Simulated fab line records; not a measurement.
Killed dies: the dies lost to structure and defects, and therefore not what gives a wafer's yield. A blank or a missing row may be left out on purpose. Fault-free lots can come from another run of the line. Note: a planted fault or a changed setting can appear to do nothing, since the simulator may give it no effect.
What tool caused it? :: flow n5-finfet :: 33 wafers from 11 lots sampled at 4 of the route's 1938 steps

## WHAT EACH GAUGE READ, for each wafer
N5_PASSIVATION_CD_MEAS_44: target cd 40000 nm. Usual: cd-nm at 40000 nm, with a standard deviation of 3.3.
lot: L660
measured: day 12 17:31
on: cd-sem-01
cd-nm (nm): 39999 39996 40000
flag: 

lot: L662
measured: day 13 06:09
on: cd-sem-02
cd-nm (nm): 40003 40003 40004
flag: 

lot: L663
measured: day 13 11:29
on: cd-sem-01
cd-nm (nm): 40001 39998 40005
flag: 

lot: L665
measured: day 14 12:16
on: cd-sem-02
cd-nm (nm): 40001 40001 40002
flag: 

lot: L668
measured: day 15 02:47
on: cd-sem-02
cd-nm (nm): 40000 39999 39999
flag: 

lot: L670
measured: day 15 08:30
on: cd-sem-01
cd-nm (nm): 40001 40000 40001
flag: 

lot: L672
measured: day 15 16:49
on: cd-sem-03
cd-nm (nm): 40000 39996 40000
flag: 

lot: L674
measured: day 16 14:10
on: cd-sem-02
cd-nm (nm): 39994 39995 39999
flag: 

lot: L681
measured: day 18 02:06
on: cd-sem-03
cd-nm (nm): 40001 40005 40002
flag: 

lot: L682
measured: day 17 20:27
on: cd-sem-03
cd-nm (nm): 40001 40001 39997
flag: 

lot: L683
measured: day 18 19:36
on: cd-sem-01
cd-nm (nm): 39996 39999 39997
flag: 

## EACH LOT AND THE TOOL THAT RAN IT (in order: tool; ch and the chambers of the sampled wafers; start)
lot: L660
N5_HKMG_FIN_ETCH_31: rie-diel-05 ch 0,3, day 4 04:18
N5_MIM_TOP_ETCH_ETCH_00: rie-metal-02 ch 1, day 12 11:39
N5_PASSIVATION_DEGAS_18: pvd-sputter-02, day 12 14:42

lot: L662
N5_HKMG_FIN_ETCH_31: rie-diel-05 ch 1,3, day 4 14:26
N5_MIM_TOP_ETCH_ETCH_00: rie-metal-03 ch 0,1, day 13 00:04
N5_PASSIVATION_DEGAS_18: pvd-sputter-02, day 13 03:08

lot: L663
N5_HKMG_FIN_ETCH_31: rie-diel-02 ch 0,3, day 4 19:39
N5_MIM_TOP_ETCH_ETCH_00: rie-metal-02 ch 0,1, day 13 04:13
N5_PASSIVATION_DEGAS_18: pvd-sputter-02, day 13 09:01

lot: L665
N5_HKMG_FIN_ETCH_31: rie-diel-02 ch 0,2,3, day 5 10:22
N5_MIM_TOP_ETCH_ETCH_00: rie-metal-01 ch 0,1, day 14 03:44
N5_PASSIVATION_DEGAS_18: pvd-sputter-01, day 14 09:51

lot: L668
N5_HKMG_FIN_ETCH_31: rie-diel-02 ch 1,2,3, day 6 05:52
N5_MIM_TOP_ETCH_ETCH_00: rie-metal-02 ch 0,1, day 14 18:04
N5_PASSIVATION_DEGAS_18: pvd-sputter-01, day 14 23:55

lot: L670
N5_HKMG_FIN_ETCH_31: rie-diel-03 ch 0,1,2, day 6 20:43
N5_MIM_TOP_ETCH_ETCH_00: rie-metal-03 ch 0,1, day 15 00:40
N5_PASSIVATION_DEGAS_18: pvd-sputter-03, day 15 06:03

lot: L672
N5_HKMG_FIN_ETCH_31: rie-diel-02 ch 1,2,3, day 7 10:19
N5_MIM_TOP_ETCH_ETCH_00: rie-metal-02 ch 1, day 15 10:42
N5_PASSIVATION_DEGAS_18: pvd-sputter-03, day 15 14:15

lot: L674
N5_HKMG_FIN_ETCH_31: rie-diel-02 ch 1,2,3, day 7 17:08
N5_MIM_TOP_ETCH_ETCH_00: rie-metal-01 ch 0,1, day 16 07:56
N5_PASSIVATION_DEGAS_18: pvd-sputter-01, day 16 11:27

lot: L681
N5_HKMG_FIN_ETCH_31: rie-diel-03 ch 0,3, day 9 13:44
N5_MIM_TOP_ETCH_ETCH_00: rie-metal-01 ch 0,1, day 17 18:28
N5_PASSIVATION_DEGAS_18: pvd-sputter-01, day 17 22:26

lot: L682
N5_HKMG_FIN_ETCH_31: rie-diel-05 ch 0,1, day 9 22:43
N5_MIM_TOP_ETCH_ETCH_00: rie-metal-01 ch 0,1, day 17 14:30
N5_PASSIVATION_DEGAS_18: pvd-sputter-02, day 17 17:54

lot: L683
N5_HKMG_FIN_ETCH_31: rie-diel-03 ch 2,3, day 10 07:31
N5_MIM_TOP_ETCH_ETCH_00: rie-metal-02 ch 0, day 18 11:31
N5_PASSIVATION_DEGAS_18: pvd-sputter-02, day 18 16:28
- N5_HKMG_FIN_ETCH_31: etches SiARC in CF4, target depth 45.5 nm, time 75.8 s.
- N5_MIM_TOP_ETCH_ETCH_00: etches TiN in Cl2/BCl3, target depth 38.5 nm.
- N5_PASSIVATION_DEGAS_18: time 60 s.

## WHAT THE TOOLS THEMSELVES READ (means of the sampled wafers that have a number; where no wafer has one, the mark that the record gives instead)
N5_HKMG_FIN_ETCH_31. Usual: drypump-motor-current-A 5.9 A, standard deviation 0.4; etch-rf-on-time-s 75.5 s, standard deviation 1.7; oes-product-au 0.64 a.u., standard deviation 0.062; rf-vpp-V 184.0 V, standard deviation 1.2; showerhead-plenum-p-Torr 2.13 Torr, standard deviation 0.07; throttle-valve-pct 15.63 %, standard deviation 0.18.
lot: L660
tool: rie-diel-05
drypump-motor-current-A (A): 6.3
etch-rf-on-time-s (s): 74.1
oes-product-au (a.u.): 0.63
rf-vpp-V (V): 184.9
showerhead-plenum-p-Torr (Torr): 2.22
throttle-valve-pct (%): 15.69
flag: 

lot: L662
tool: rie-diel-05
drypump-motor-current-A (A): 6.1
etch-rf-on-time-s (s): 73.9
oes-product-au (a.u.): 0.62
rf-vpp-V (V): 184.1
showerhead-plenum-p-Torr (Torr): 2.21
throttle-valve-pct (%): 15.82
flag: 

lot: L663
tool: rie-diel-02
drypump-motor-current-A (A): 6.0
etch-rf-on-time-s (s): 75.5
oes-product-au (a.u.): 0.73
rf-vpp-V (V): 183.3
showerhead-plenum-p-Torr (Torr): 2.05
throttle-valve-pct (%): 15.56
flag: 

lot: L665
tool: rie-diel-02
drypump-motor-current-A (A): 6.0
etch-rf-on-time-s (s): 76.4
oes-product-au (a.u.): 0.67
rf-vpp-V (V): 182.7
showerhead-plenum-p-Torr (Torr): 2.06
throttle-valve-pct (%): 15.68
flag: 

lot: L668
tool: rie-diel-02
drypump-motor-current-A (A): 5.7
etch-rf-on-time-s (s): 77.0
oes-product-au (a.u.): 0.66
rf-vpp-V (V): 184.3
showerhead-plenum-p-Torr (Torr): 2.14
throttle-valve-pct (%): 15.63
flag: 

lot: L670
tool: rie-diel-03
drypump-motor-current-A (A): 6.0
etch-rf-on-time-s (s): 75.5
oes-product-au (a.u.): 0.61
rf-vpp-V (V): 183.9
showerhead-plenum-p-Torr (Torr): 2.13
throttle-valve-pct (%): 15.69
flag: 

lot: L672
tool: rie-diel-02
drypump-motor-current-A (A): 5.7
etch-rf-on-time-s (s): 77.0
oes-product-au (a.u.): 0.65
rf-vpp-V (V): 184.1
showerhead-plenum-p-Torr (Torr): 2.14
throttle-valve-pct (%): 15.65
flag: 

lot: L674
tool: rie-diel-02
drypump-motor-current-A (A): 5.7
etch-rf-on-time-s (s): 76.3
oes-product-au (a.u.): 0.65
rf-vpp-V (V): 183.6
showerhead-plenum-p-Torr (Torr): 2.14
throttle-valve-pct (%): 15.66
flag: 

lot: L681
tool: rie-diel-03
drypump-motor-current-A (A): 6.2
etch-rf-on-time-s (s): 75.1
oes-product-au (a.u.): 0.59
rf-vpp-V (V): 185.4
showerhead-plenum-p-Torr (Torr): 2.12
throttle-valve-pct (%): 15.74
flag: 

lot: L682
tool: rie-diel-05
drypump-motor-current-A (A): 5.4
etch-rf-on-time-s (s): 74.6
oes-product-au (a.u.): 0.60
rf-vpp-V (V): 184.7
showerhead-plenum-p-Torr (Torr): 2.19
throttle-valve-pct (%): 15.77
flag: 

lot: L683
tool: rie-diel-03
drypump-motor-current-A (A): 5.6
etch-rf-on-time-s (s): 73.7
oes-product-au (a.u.): 0.80
rf-vpp-V (V): 183.7
showerhead-plenum-p-Torr (Torr): 2.11
throttle-valve-pct (%): 15.31
flag: 

N5_MIM_TOP_ETCH_ETCH_00. Usual: drypump-motor-current-A 5.9 A, standard deviation 0.4; he-backside-leak-sccm 3.40 sccm, standard deviation 0.22; oes_ar_750_au 0.76 a.u., standard deviation 0.1; oes-product-au 0.77 a.u., standard deviation 0.098; throttle-valve-pct 22.83 %, standard deviation 0.2.
lot: L660
tool: rie-metal-02
drypump-motor-current-A (A): 5.1
he-backside-leak-sccm (sccm): 3.56
oes_ar_750_au (a.u.): 0.70
oes-product-au (a.u.): 0.70
throttle-valve-pct (%): 23.13
flag: 

lot: L662
tool: rie-metal-03
drypump-motor-current-A (A): 6.0
he-backside-leak-sccm (sccm): 3.55
oes_ar_750_au (a.u.): 0.75
oes-product-au (a.u.): 0.76
throttle-valve-pct (%): 22.93
flag: 

lot: L663
tool: rie-metal-02
drypump-motor-current-A (A): 5.3
he-backside-leak-sccm (sccm): 3.38
oes_ar_750_au (a.u.): 0.77
oes-product-au (a.u.): 0.76
throttle-valve-pct (%): 22.95
flag: 

lot: L665
tool: rie-metal-01
drypump-motor-current-A (A): 6.0
he-backside-leak-sccm (sccm): 3.19
oes_ar_750_au (a.u.): 0.78
oes-product-au (a.u.): 0.79
throttle-valve-pct (%): 22.64
flag: 

lot: L668
tool: rie-metal-02
drypump-motor-current-A (A): 5.5
he-backside-leak-sccm (sccm): 3.54
oes_ar_750_au (a.u.): 0.84
oes-product-au (a.u.): 0.83
throttle-valve-pct (%): 22.75
flag: 

lot: L670
tool: rie-metal-03
drypump-motor-current-A (A): 6.1
he-backside-leak-sccm (sccm): 3.53
oes_ar_750_au (a.u.): 0.74
oes-product-au (a.u.): 0.76
throttle-valve-pct (%): 22.93
flag: 

lot: L672
tool: rie-metal-02
drypump-motor-current-A (A): 5.1
he-backside-leak-sccm (sccm): 3.44
oes_ar_750_au (a.u.): 0.68
oes-product-au (a.u.): 0.69
throttle-valve-pct (%): 23.15
flag: 

lot: L674
tool: rie-metal-01
drypump-motor-current-A (A): 6.0
he-backside-leak-sccm (sccm): 3.20
oes_ar_750_au (a.u.): 0.76
oes-product-au (a.u.): 0.77
throttle-valve-pct (%): 22.65
flag: 

lot: L681
tool: rie-metal-01
drypump-motor-current-A (A): 6.0
he-backside-leak-sccm (sccm): 3.37
oes_ar_750_au (a.u.): 0.75
oes-product-au (a.u.): 0.76
throttle-valve-pct (%): 22.67
flag: 

lot: L682
tool: rie-metal-01
drypump-motor-current-A (A): 6.0
he-backside-leak-sccm (sccm): 3.19
oes_ar_750_au (a.u.): 0.75
oes-product-au (a.u.): 0.75
throttle-valve-pct (%): 22.67
flag: 

lot: L683
tool: rie-metal-02
drypump-motor-current-A (A): 5.7
he-backside-leak-sccm (sccm): 3.47
oes_ar_750_au (a.u.): 0.88
oes-product-au (a.u.): 0.88
throttle-valve-pct (%): 22.60
flag: 

N5_PASSIVATION_DEGAS_18. Usual: heater-power-w at 466 W, with a standard deviation of 54.
lot: L660
tool: pvd-sputter-02
heater-power-w (W): 410
flag: 

lot: L662
tool: pvd-sputter-02
heater-power-w (W): 484
flag: 

lot: L663
tool: pvd-sputter-02
heater-power-w (W): 392
flag: 

lot: L665
tool: pvd-sputter-01
heater-power-w (W): 463
flag: 

lot: L668
tool: pvd-sputter-01
heater-power-w (W): 510
flag: 

lot: L670
tool: pvd-sputter-03
heater-power-w (W): 490
flag: 

lot: L672
tool: pvd-sputter-03
heater-power-w (W): 482
flag: 

lot: L674
tool: pvd-sputter-01
heater-power-w (W): 483
flag: 

lot: L681
tool: pvd-sputter-01
heater-power-w (W): 484
flag: 

lot: L682
tool: pvd-sputter-02
heater-power-w (W): 415
flag: 

lot: L683
tool: pvd-sputter-02
heater-power-w (W): 433
flag: 

## THE ANSWER, worked out from the rows above alone
Rule: a lot is off if the mean of its wafers that have a number lies more than 3 standard deviations from the usual mean. A lot without any number at a reading at which 4 lots or more have one is off too. The other lots that the step has rows for count as sound. After the gauges, taken in route order, come the tools' own readings; for these a lot's mean is taken, as printed above. The first step at which some lot is off is used, and at that step the reading that is off furthest; a lot without a number counts as furthest.
No lot is off at any reading shown: from this, nothing can be told.

## WHAT THE SIMULATOR HAD INSERTED
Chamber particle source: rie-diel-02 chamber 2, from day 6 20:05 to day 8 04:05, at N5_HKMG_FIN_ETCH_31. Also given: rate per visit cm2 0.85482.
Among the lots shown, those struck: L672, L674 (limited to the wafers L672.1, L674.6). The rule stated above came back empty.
